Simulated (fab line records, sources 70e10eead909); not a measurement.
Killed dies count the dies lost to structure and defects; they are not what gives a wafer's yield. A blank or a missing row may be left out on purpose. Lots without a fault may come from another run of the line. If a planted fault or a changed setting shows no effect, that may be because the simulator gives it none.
Matching of chambers || flow nand-harc || NHARC_A_SLIT_DESCUM_14 on rie-diel-06: 4 sister chambers
The step chemistry O2, time 3 s. 16 wafers are shown with their chamber, then 8 later ones without.

== WAFERS, EACH WITH ITS CHAMBER ==
{"wafer": "L970.1", "chamber": 1, "showerhead-plenum-p-Torr (Torr)": 1.96, "rf-vpp-V (V)": 57.7, "oes-product-au (a.u.)": 1.015}
{"wafer": "L970.2", "chamber": 3, "showerhead-plenum-p-Torr (Torr)": 1.97, "rf-vpp-V (V)": 59.0, "oes-product-au (a.u.)": 1.008}
{"wafer": "L970.4", "chamber": 0, "showerhead-plenum-p-Torr (Torr)": 1.95, "rf-vpp-V (V)": 59.7, "oes-product-au (a.u.)": 1.000}
{"wafer": "L972.1", "chamber": 0, "showerhead-plenum-p-Torr (Torr)": 1.95, "rf-vpp-V (V)": 58.1, "oes-product-au (a.u.)": 0.992}
{"wafer": "L972.3", "chamber": 3, "showerhead-plenum-p-Torr (Torr)": 1.97, "rf-vpp-V (V)": 57.8, "oes-product-au (a.u.)": 1.017}
{"wafer": "L972.5", "chamber": 2, "showerhead-plenum-p-Torr (Torr)": 1.77, "rf-vpp-V (V)": 57.0, "oes-product-au (a.u.)": 1.035}
{"wafer": "L976.1", "chamber": 3, "showerhead-plenum-p-Torr (Torr)": 1.96, "rf-vpp-V (V)": 58.0, "oes-product-au (a.u.)": 1.012}
{"wafer": "L976.4", "chamber": 1, "showerhead-plenum-p-Torr (Torr)": 1.96, "rf-vpp-V (V)": 57.7, "oes-product-au (a.u.)": 1.007}
{"wafer": "L976.5", "chamber": 1, "showerhead-plenum-p-Torr (Torr)": 1.96, "rf-vpp-V (V)": 56.6, "oes-product-au (a.u.)": 1.004}
{"wafer": "L971.2", "chamber": 3, "showerhead-plenum-p-Torr (Torr)": 1.96, "rf-vpp-V (V)": 57.0, "oes-product-au (a.u.)": 1.006}
{"wafer": "L971.3", "chamber": 2, "showerhead-plenum-p-Torr (Torr)": 1.77, "rf-vpp-V (V)": 57.6, "oes-product-au (a.u.)": 1.009}
{"wafer": "L971.4", "chamber": 0, "showerhead-plenum-p-Torr (Torr)": 1.95, "rf-vpp-V (V)": 57.9, "oes-product-au (a.u.)": 1.003}
{"wafer": "L980.1", "chamber": 0, "showerhead-plenum-p-Torr (Torr)": 1.95, "rf-vpp-V (V)": 58.4, "oes-product-au (a.u.)": 0.996}
{"wafer": "L980.3", "chamber": 3, "showerhead-plenum-p-Torr (Torr)": 1.96, "rf-vpp-V (V)": 59.0, "oes-product-au (a.u.)": 1.003}
{"wafer": "L980.4", "chamber": 1, "showerhead-plenum-p-Torr (Torr)": 1.96, "rf-vpp-V (V)": 57.4, "oes-product-au (a.u.)": 1.013}
{"wafer": "L977.2", "chamber": 2, "showerhead-plenum-p-Torr (Torr)": 1.77, "rf-vpp-V (V)": 56.7, "oes-product-au (a.u.)": 1.005}

SIGNATURES (averages over the wafers above)
{"reading": "showerhead-plenum-p-Torr", "chamber 0": 1.9500, "chamber 1": 1.9600, "chamber 2": 1.7700, "chamber 3": 1.9640, "scatter within a chamber": 0.00316}
{"reading": "rf-vpp-V", "chamber 0": 58.525, "chamber 1": 57.350, "chamber 2": 57.100, "chamber 3": 58.160, "scatter within a chamber": 0.714}
{"reading": "oes-product-au", "chamber 0": 0.99775, "chamber 1": 1.00975, "chamber 2": 1.01633, "chamber 3": 1.00920, "scatter within a chamber": 0.00815}
Rule: a wafer lies at a distance from a chamber equal to the root of the sum of squares, over the readings, of (its reading less the chamber's mean, divided by the reading's scatter). The wafer belongs to the nearest chamber; if the next one is less than 2 further off, it can't be placed. The scatter: take each reading less its chamber's mean, square it, sum over the shown wafers, divide by the number of wafers less the number of chambers, and take the root.

== WAFERS WITHOUT THEIR CHAMBER ==
{"wafer": "L977.3", "showerhead-plenum-p-Torr (Torr)": 1.96, "rf-vpp-V (V)": 57.4, "oes-product-au (a.u.)": 1.007}
{"wafer": "L977.5", "showerhead-plenum-p-Torr (Torr)": 1.96, "rf-vpp-V (V)": 57.7, "oes-product-au (a.u.)": 1.000}
{"wafer": "L989.1", "showerhead-plenum-p-Torr (Torr)": 1.96, "rf-vpp-V (V)": 57.5, "oes-product-au (a.u.)": 1.001}
{"wafer": "L989.2", "showerhead-plenum-p-Torr (Torr)": 1.96, "rf-vpp-V (V)": 57.6, "oes-product-au (a.u.)": 0.993}
{"wafer": "L989.5", "showerhead-plenum-p-Torr (Torr)": 1.77, "rf-vpp-V (V)": 56.8, "oes-product-au (a.u.)": 0.999}
{"wafer": "L990.1", "showerhead-plenum-p-Torr (Torr)": 1.77, "rf-vpp-V (V)": 57.7, "oes-product-au (a.u.)": 1.002}
{"wafer": "L990.2", "showerhead-plenum-p-Torr (Torr)": 1.96, "rf-vpp-V (V)": 56.5, "oes-product-au (a.u.)": 1.004}
{"wafer": "L990.3", "showerhead-plenum-p-Torr (Torr)": 1.96, "rf-vpp-V (V)": 58.9, "oes-product-au (a.u.)": 1.004}

== WHICH CHAMBER EACH ONE RAN IN ==
{"wafer": "L977.3", "from the rows above": "can't be placed: 1 or 3", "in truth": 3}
{"wafer": "L977.5", "from the rows above": "can't be placed: 1 or 3", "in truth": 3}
{"wafer": "L989.1", "from the rows above": "can't be placed: 1 or 3", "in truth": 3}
{"wafer": "L989.2", "from the rows above": "can't be placed: 1 or 3 or 0", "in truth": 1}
{"wafer": "L989.5", "from the rows above": 2, "in truth": 2}
{"wafer": "L990.1", "from the rows above": 2, "in truth": 2}
{"wafer": "L990.2", "from the rows above": "can't be placed: 1 or 3", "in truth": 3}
{"wafer": "L990.3", "from the rows above": "can't be placed: 3 or 1 or 0", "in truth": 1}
Placed correctly: 2 of 8. Not placeable from these rows: 6 (in 6, the candidates include the true chamber). Wrongly placed: 0.
